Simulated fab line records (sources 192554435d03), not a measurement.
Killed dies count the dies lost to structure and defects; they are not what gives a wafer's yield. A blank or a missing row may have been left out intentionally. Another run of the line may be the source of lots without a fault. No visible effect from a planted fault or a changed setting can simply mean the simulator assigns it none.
Split-lot study -- flow n5-finfet -- route with 1938 steps; 7 lots, 21 wafers read

THE SPLIT
At N5_PMOS_HMC_CHANNEL_EPI_COAT_31 (time 60 s, resist thk 66 nm), the setting spin-rpm was moved away from the recipe's 1500 rpm on 7 of the 21 wafers read, by -9.9% to +3.7%. This setting was run at the recipe's value on the other wafers.

FROM THE SPLIT TO THE READING: what the file shows between them, 5 steps
- N5_PMOS_HMC_CHANNEL_EPI_EXPOSE_06: exposes mask PMOS HMC BLK, target cd 240 nm (also split here: dose-mj)
- N5_PMOS_HMC_CHANNEL_EPI_PEB_07: peb time 60 s
- N5_PMOS_HMC_CHANNEL_EPI_DEVELOP_08: develop time 30 s
- N5_PMOS_HMC_CHANNEL_EPI_CD_MEAS_09: target cd 237.4 nm
- N5_PMOS_HMC_CHANNEL_EPI_DESCUM_14: chemistry O2, time 7.9 s

THE READING
etch.depth-nm (the simulator's own value, which no gauge read), in nm, at N5_PMOS_HMC_CHANNEL_EPI_ETCH_32 (etches BARC in N2/H2, stops on SiO2, target depth 85.8 nm, time 50.3 s). The file does not state a usual value for it. The 14 wafers here that ran the recipe average 66.00 nm, standard deviation 0.16 nm.

wafer,"tool, chamber at the split","spin-rpm as run, rpm",against the recipe,"etch.depth-nm, nm",against lot-mates on the recipe
L074.1,"litho-track-04, 0",1500,recipe,65.94,-
L074.5,"litho-track-04, 0",1556,+3.7%,64.98,-0.96
L074.6,"litho-track-04, 0",1500,recipe,65.95,-
L076.4,"litho-track-01, 0",1500,recipe,66.28,-
L076.5,"litho-track-01, 0",1456,-2.9%,67.3,+1.02
L076.6,"litho-track-01, 0",1456,-2.9%,66.9,+0.62
L081.3,"litho-track-04, 0",1500,recipe,65.81,-
L081.5,"litho-track-04, 0",1417,-5.5%,67.79,+1.95
L081.6,"litho-track-04, 0",1500,recipe,65.87,-
L086.1,"litho-track-04, 0",1377,-8.2%,69.07,+3.03
L086.3,"litho-track-04, 0",1377,-8.2%,68.97,+2.93
L086.6,"litho-track-04, 0",1500,recipe,66.04,-
L089.1,"litho-track-02, 0",1500,recipe,66.13,-
L089.2,"litho-track-02, 0",1500,recipe,66,-
L089.4,"litho-track-02, 0",1500,recipe,66.16,-
L090.1,"litho-track-02, 0",1500,recipe,65.78,-
L090.3,"litho-track-02, 0",1500,recipe,65.99,-
L090.5,"litho-track-02, 0",1500,recipe,65.74,-
L091.2,"litho-track-02, 0",1500,recipe,66.2,-
L091.4,"litho-track-02, 0",1500,recipe,66.07,-
L091.5,"litho-track-02, 0",1351,-9.9%,69.71,+3.58

THE FIT
A straight line over all 21 wafers: etch.depth-nm changes by -0.359 nm for each +1% of spin-rpm; r = -0.99; the points scatter about the line by 0.18 nm.
The same after taking each lot's own level away (the mean of its wafers on the recipe; 21 wafers): -0.35 nm for each +1%; r = -0.99; scatter 0.14 nm.
On that fit, the largest move of spin-rpm shifts the reading by 3.5 nm.
Across the lots, their own levels run from 65.837 to 66.280 nm, a range of 2.8 times the standard deviation given above.
So the lot-to-lot level changes the slope little: the two slopes agree.
Check: for one of the wafers moved furthest among these (-9.9%), held out of the fit, the line's prediction against its lot-mates is +3.44 nm. Against them it came out at +3.58 nm.

OTHER SPLITS APPLIED TO THESE WAFERS
Note: prior to the reading, these wafers also went through further splits. Each is held against what the fit with the lots' levels taken away leaves over:
other split on the same wafers,wafers away from the commonest value,r with etch.depth-nm (lot level and that fit taken away)
N5_PMOS_HMC_CHANNEL_EPI_EXPOSE_06 dose-mj,5,+0.22

THE WHOLE CHAIN: every reading that the file lists as answering this split, in the file's order
step,what it does,reading,change (the file's fit),r (the file's)
N5_PMOS_HMC_CHANNEL_EPI_COAT_31,"time 60 s, resist thk 66 nm","BARC_of_PMOS_HMC_CHANNEL_EPI_COAT_31.thk-nm (the simulator's own value, which no gauge read)",-0.35 nm for each +1% of the setting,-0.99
N5_PMOS_HMC_CHANNEL_EPI_ETCH_32,"etches BARC in N2/H2, stops on SiO2, target depth 85.8 nm, time 50.3 s","etch.depth-nm (the simulator's own value, which no gauge read)",-0.35 nm for each +1% of the setting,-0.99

THE FILE'S OWN FIT
etch.depth-nm changes by -0.35 nm for each +1% of spin-rpm, r = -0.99.
